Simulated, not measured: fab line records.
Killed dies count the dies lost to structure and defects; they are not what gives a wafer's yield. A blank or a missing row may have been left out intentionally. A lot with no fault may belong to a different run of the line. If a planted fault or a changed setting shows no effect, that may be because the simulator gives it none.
fab line records ; flow nand_harc
record lots=5; wafers=15; last_day=24
route steps=1159 shown A_STAIRCASE@582
lots that met no fault: from a run of the same line without faults
start_h: hours from the record's first day to the start of the lot's first wafer shown ; wait_h: hours elapsed since this lot's preceding step ; " same as the row above ; L1.1+2: one row covering several wafers at once ; - either no value or no given start ; * or withheld: withheld ; < > ~ a bound
route shown NAME@n: a module of which the file shows steps, and the number in the route of the first ; usual: mean/standard deviation taken from wafers without a fault ; same: alike in all rows ; chamber/n: place in a boat ; sites: per-site readings ; _std_site: standard deviation across them ; _edge_site: mean of outer sites minus mean of inner sites ; radius_mm: for every site, how far away it sits from the centre of the wafer ; mask NAME#n: copy n ; behind: the most recent tool/chamber to have shaped the wafer ; hold: cause of the lot's hold/its duration in hours/its outcome ; device: names the non-switching transistor (n, p or np) ; end of line: tests run on the same wafers once the route is complete ; a step with no rows: only its recipe ; killed: dies that structure and defects cost at the first sort, which is not the same as the wafer's yield ; map: a wafer's dies, marking killed ones x, the rest . and places with no die _
set.NAME: the setting the step ran with; set.NAME@STEP: the setting that earlier step ran with ; model.NAME: the simulator's own value behind a step, which no gauge read
certain route steps with their lots: each step a table, each wafer a row
services: when a tool's chamber went out of use (start_h, in hours from the record's first day, below 0 if earlier), for how many hours, and the reason
## steps
# step NHARC_A_STAIRCASE_ETCH_188
# recipe target_depth_a=1000; time_s=40.5; ion_energy_ev=400; c4f8_flow_sccm=20; o2_flow_sccm=10; ar_flow_sccm=withheld; rf_w=600; bias_w=1000; chemistry=C4F8/O2
# usual oes_product_au=0.943/0.013; rf_vpp_V=894/5.3
lot.wafer;tool;chamber;start_h;wait_h;oes_product_au;rf_hours_counter_h;rf_vpp_V
L409.1;rie_diel-13;1;-;-;0.948;61;891
L409.2;rie_diel-13;2;-;-;0.964;59;886
L409.6;rie_diel-13;0;-;-;0.938;-;897
L411.4;rie_diel-02;2;-;-;0.922;46;890
L411.2;rie_diel-02;3;-;-;0.926;35;902
L411.3;rie_diel-02;1;-;-;0.934;49;886
L410.1;rie_diel-13;2;-;-;0.951;1;905
L410.3;rie_diel-13;0;-;-;0.952;2;896
L410.4;rie_diel-13;1;-;-;0.952;2;888
L414.3;rie_diel-02;0;-;-;0.927;54;897
L414.1;rie_diel-02;2;-;-;0.958;55;889
L414.2;rie_diel-02;3;-;-;0.949;44;901
L425.1;rie_diel-01;2;-;-;0.970;20;900
L425.6;rie_diel-01;3;-;-;0.960;-;897
L425.5;rie_diel-01;0;-;-;0.954;-;889
# step NHARC_A_STAIRCASE_TRIM_189
# recipe time_s=211.2; o2_flow_sccm=500; ar_flow_sccm=0; bias_w=0; chemistry=O2
# step NHARC_A_STAIRCASE_ETCH_190
# recipe target_depth_a=1000; time_s=40.5; ion_energy_ev=400; c4f8_flow_sccm=20; o2_flow_sccm=10; ar_flow_sccm=withheld; rf_w=600; bias_w=1000; chemistry=C4F8/O2
# step NHARC_A_STAIRCASE_TRIM_191
# recipe time_s=211.2; o2_flow_sccm=500; ar_flow_sccm=0; bias_w=0; chemistry=O2
# usual drypump_motor_current_A=5.7/0.35; oes_product_au=1.003/0.0082; rf_vpp_V=57.7/1; showerhead_plenum_p_Torr=3.48/0.14; throttle_valve_pct=17.037/0.0077
lot.wafer;tool;chamber;start_h;wait_h;drypump_motor_current_A;oes_product_au;rf_hours_counter_h;rf_vpp_V;showerhead_plenum_p_Torr;throttle_valve_pct
L409.1;rie_diel-13;3;-;-;5.4;0.997;62;57.9;3.47;17.032
L409.2;rie_diel-13;0;-;-;5.5;0.994;64;57.2;3.52;17.042
L409.6;rie_diel-13;3;-;-;5.4;0.991;-;57.6;3.47;17.043
L411.2;rie_diel-02;3;-;-;6.3;1.008;35;57.4;3.71;17.028
L411.4;rie_diel-02;1;-;-;5.4;1.004;49;57.3;3.32;17.056
L411.3;rie_diel-02;2;-;-;5.8;0.983;46;57.2;3.36;17.034
L410.3;rie_diel-13;1;-;-;6.3;1.010;2;57.8;3.36;17.041
L410.1;rie_diel-13;2;-;-;5.6;1.026;1;57.4;3.81;17.037
L410.4;rie_diel-13;3;-;-;5.4;1.013;1;58.9;3.46;17.053
L414.1;rie_diel-02;1;-;-;5.4;1.000;56;55.2;3.31;17.022
L414.2;rie_diel-02;2;-;-;5.8;0.991;55;57.1;3.36;17.041
L414.3;rie_diel-02;0;-;-;5.2;0.991;54;56.8;3.58;17.047
L425.1;rie_diel-01;2;-;-;6.3;1.004;20;58.3;3.61;17.030
L425.6;rie_diel-01;3;-;-;5.6;1.005;-;56.5;3.54;17.036
L425.5;rie_diel-01;0;-;-;5.4;0.995;-;57.1;3.34;17.026
# step NHARC_A_STAIRCASE_ETCH_192
# recipe target_depth_a=1000; time_s=40.5; ion_energy_ev=400; c4f8_flow_sccm=20; o2_flow_sccm=10; ar_flow_sccm=withheld; rf_w=600; bias_w=1000; chemistry=C4F8/O2
# step NHARC_A_STAIRCASE_TRIM_193
# recipe time_s=211.2; o2_flow_sccm=500; ar_flow_sccm=0; bias_w=0; chemistry=O2
# step NHARC_A_STAIRCASE_ETCH_194
# recipe target_depth_a=1000; time_s=40.5; ion_energy_ev=400; c4f8_flow_sccm=20; o2_flow_sccm=10; ar_flow_sccm=withheld; rf_w=600; bias_w=1000; chemistry=C4F8/O2
# usual oes_product_au=0.944/0.012; rf_vpp_V=894/5.5
lot.wafer;tool;chamber;start_h;wait_h;oes_product_au;rf_hours_counter_h;rf_vpp_V
L409.2;rie_diel-13;3;-;-;0.940;63;894
L409.1;rie_diel-13;2;-;-;0.936;60;887
L409.6;rie_diel-13;0;-;-;0.946;-;895
L411.2;rie_diel-02;0;-;-;0.946;47;897
L411.4;rie_diel-02;1;-;-;0.943;49;889
L411.3;rie_diel-02;3;-;-;0.961;35;901
L410.3;rie_diel-13;2;-;-;0.958;1;907
L410.4;rie_diel-13;0;-;-;0.952;2;896
L410.1;rie_diel-13;1;-;-;0.931;2;890
L414.2;rie_diel-02;1;-;-;0.940;58;889
L414.1;rie_diel-02;2;-;-;0.946;56;889
L414.3;rie_diel-02;3;-;-;0.964;45;903
L425.1;rie_diel-01;3;-;-;0.962;21;898
L425.5;rie_diel-01;1;-;-;0.947;-;889
L425.6;rie_diel-01;2;-;-;0.968;-;901
# step NHARC_A_STAIRCASE_TRIM_196
# recipe time_s=211.2; o2_flow_sccm=500; ar_flow_sccm=0; bias_w=0; chemistry=O2
# usual drypump_motor_current_A=5.7/0.37; oes_product_au=1.004/0.0086; rf_vpp_V=57.6/0.88; showerhead_plenum_p_Torr=3.48/0.14; throttle_valve_pct=17.037/0.0092
lot.wafer;tool;chamber;start_h;wait_h;drypump_motor_current_A;oes_product_au;rf_hours_counter_h;rf_vpp_V;showerhead_plenum_p_Torr;throttle_valve_pct
L409.2;rie_diel-13;2;268.65;0.1;5.7;1.012;60;57.4;3.27;17.040
L409.1;rie_diel-13;3;268.65;0.1;5.4;1.002;63;57.2;3.47;17.029
L409.6;rie_diel-13;1;268.65;0.1;6.3;1.014;-;57.8;3.36;17.052
L411.2;rie_diel-01;3;287.51;0.1;5.6;0.988;55;57.8;3.55;17.028
L411.3;rie_diel-01;0;287.51;0.1;5.4;0.998;57;58.4;3.35;17.039
L411.4;rie_diel-01;1;287.51;0.1;5.8;1.015;53;57.0;3.38;17.029
L410.3;rie_diel-13;1;288.71;0.1;6.3;1.002;2;56.7;3.36;17.033
L410.4;rie_diel-13;3;288.71;0.1;5.4;1.004;1;57.0;3.46;17.046
L410.1;rie_diel-13;0;288.71;0.1;5.5;1.005;2;57.9;3.52;17.038
L414.2;rie_diel-02;0;318.16;0.1;5.2;0.998;57;57.6;3.58;17.029
L414.1;rie_diel-02;2;318.16;0.1;5.8;0.995;56;57.2;3.36;17.032
L414.3;rie_diel-02;3;318.16;0.1;6.3;1.011;45;57.6;3.71;17.039
L425.1;rie_diel-01;0;376.87;0.1;5.4;0.996;18;56.7;3.34;17.038
L425.5;rie_diel-01;3;376.87;0.1;5.6;1.007;-;57.9;3.54;17.041
L425.6;rie_diel-01;0;376.87;0.1;5.4;0.997;-;56.9;3.34;17.037
# step NHARC_A_STAIRCASE_ETCH_197
# recipe target_depth_a=1000; time_s=40.5; ion_energy_ev=400; c4f8_flow_sccm=20; o2_flow_sccm=10; ar_flow_sccm=withheld; rf_w=600; bias_w=1000; chemistry=C4F8/O2
# step NHARC_A_STAIRCASE_TRIM_198
# recipe time_s=211.2; o2_flow_sccm=500; ar_flow_sccm=0; bias_w=0; chemistry=O2
# step NHARC_A_STAIRCASE_ETCH_199
# recipe target_depth_a=1000; time_s=40.5; ion_energy_ev=400; c4f8_flow_sccm=20; o2_flow_sccm=10; ar_flow_sccm=withheld; rf_w=600; bias_w=1000; chemistry=C4F8/O2
# step NHARC_A_STAIRCASE_TRIM_200
# recipe time_s=211.2; o2_flow_sccm=500; ar_flow_sccm=0; bias_w=0; chemistry=O2
# usual drypump_motor_current_A=5.7/0.37; oes_product_au=1.003/0.0074; rf_vpp_V=57.7/0.89; showerhead_plenum_p_Torr=3.47/0.14; throttle_valve_pct=17.034/0.01
lot.wafer;tool;chamber;start_h;wait_h;drypump_motor_current_A;oes_product_au;rf_hours_counter_h;rf_vpp_V;showerhead_plenum_p_Torr;throttle_valve_pct
L409.2;rie_diel-13;0;269.22;-;5.5;0.996;65;59.7;3.52;17.044
L409.1;rie_diel-13;1;269.22;-;6.3;1.007;62;58.9;3.36;17.024
L409.6;rie_diel-13;0;269.22;-;5.5;0.994;-;57.3;3.52;17.019
L411.4;rie_diel-01;3;288.21;-;5.6;0.996;55;58.1;3.55;17.022
L411.3;rie_diel-01;0;288.21;-;5.5;1.001;57;58.1;3.35;17.023
L411.2;rie_diel-01;1;288.21;-;5.8;1.002;53;57.4;3.38;17.048
L410.4;rie_diel-13;0;289.25;-;5.5;1.002;3;58.3;3.52;17.046
L410.1;rie_diel-13;1;289.25;-;6.3;0.993;3;58.1;3.36;17.042
L410.3;rie_diel-13;3;289.25;-;5.4;1.000;2;57.3;3.46;17.047
L414.1;rie_diel-02;3;318.74;-;6.3;1.002;46;58.8;3.71;17.024
L414.2;rie_diel-02;1;318.74;-;5.4;0.990;59;57.1;3.31;17.028
L414.3;rie_diel-02;2;318.74;-;5.8;0.983;57;55.2;3.36;17.043
L425.1;rie_diel-01;0;377.39;-;5.4;0.840;18;56.8;3.34;17.032
L425.6;rie_diel-01;3;377.39;-;5.6;1.002;-;57.6;3.54;17.002
L425.5;rie_diel-01;0;377.39;-;5.4;0.833;-;56.7;3.34;17.045
# step NHARC_A_STAIRCASE_ETCH_201
# recipe target_depth_a=1000; time_s=40.5; ion_energy_ev=400; c4f8_flow_sccm=20; o2_flow_sccm=10; ar_flow_sccm=withheld; rf_w=600; bias_w=1000; chemistry=C4F8/O2
# usual oes_product_au=0.945/0.01; rf_vpp_V=894/5.2
lot.wafer;tool;chamber;start_h;wait_h;oes_product_au;rf_hours_counter_h;rf_vpp_V
L409.1;rie_diel-13;1;-;-;0.949;62;889
L409.2;rie_diel-13;0;-;-;0.930;65;895
L409.6;rie_diel-13;1;-;-;0.937;-;888
L411.2;rie_diel-01;3;-;-;0.934;55;895
L411.3;rie_diel-01;0;-;-;0.950;57;889
L411.4;rie_diel-01;1;-;-;0.952;53;890
L410.1;rie_diel-13;2;-;-;0.949;2;906
L410.3;rie_diel-13;3;-;-;0.958;2;893
L410.4;rie_diel-13;1;-;-;0.956;3;891
L414.2;rie_diel-02;1;-;-;0.952;59;888
L414.1;rie_diel-02;2;-;-;0.942;57;892
L414.3;rie_diel-02;3;-;-;0.945;46;901
L425.1;rie_diel-01;0;-;-;0.932;18;889
L425.5;rie_diel-01;0;-;-;0.938;-;889
L425.6;rie_diel-01;1;-;-;0.942;-;891
## services
tool;chamber;start_h;hours;kind
rie_diel-13;3;247.91;3.9;repair
rie_diel-13;0;256.66;-;clean
rie_diel-13;1;256.66;-;clean
rie_diel-13;2;256.66;-;clean
rie_diel-13;3;256.66;-;clean
rie_diel-13;-;276.04;9.0;pm
rie_diel-13;0;276.04;9.0;vent_cycle
rie_diel-13;1;276.04;9.0;vent_cycle
rie_diel-13;2;276.04;9.0;vent_cycle
rie_diel-13;3;276.04;9.0;vent_cycle
rie_diel-13;0;285.04;-;clean
rie_diel-13;1;285.04;-;clean
rie_diel-13;2;285.04;-;clean
rie_diel-13;2;285.04;-;consumable_replace:showerhead
rie_diel-13;3;285.04;-;clean
rie_diel-13;0;298.36;4.0;repair
rie_diel-13;0;309.54;-;clean
rie_diel-13;1;309.54;-;clean
rie_diel-13;2;309.54;-;clean
rie_diel-13;3;309.54;-;clean
rie_diel-01;-;314.80;9.0;pm
rie_diel-02;-;328.15;9.0;pm
rie_diel-01;2;339.55;1.5;repair
rie_diel-13;-;346.60;0.4;repair
## key
first_sign step=NHARC_A_STAIRCASE_TRIM_200; reading=oes_product_au; direction=down; sigmas=22; usual=1.003; struck=0.837
effect none on later readings
met_at NHARC_A_STAIRCASE_TRIM_200
struck_wafers L425.1,L425.5
tester_left_out L425
onset_between 288.21 377.39
fault kind=process_parameter_drift; tool=rie_diel-01; chamber=0; onset_h=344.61; steps=NHARC_A_STAIRCASE_TRIM_200; channel=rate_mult; offset=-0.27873; shape=step; end_h=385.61
# tester_left_out: of these lots the tester's yield and bins aren't shown, on N5 and GAA mostly nor the transistor test; their killed dies are dies lost to structure and defects alone, not to doping, threshold or leakage, so they don't give the yield
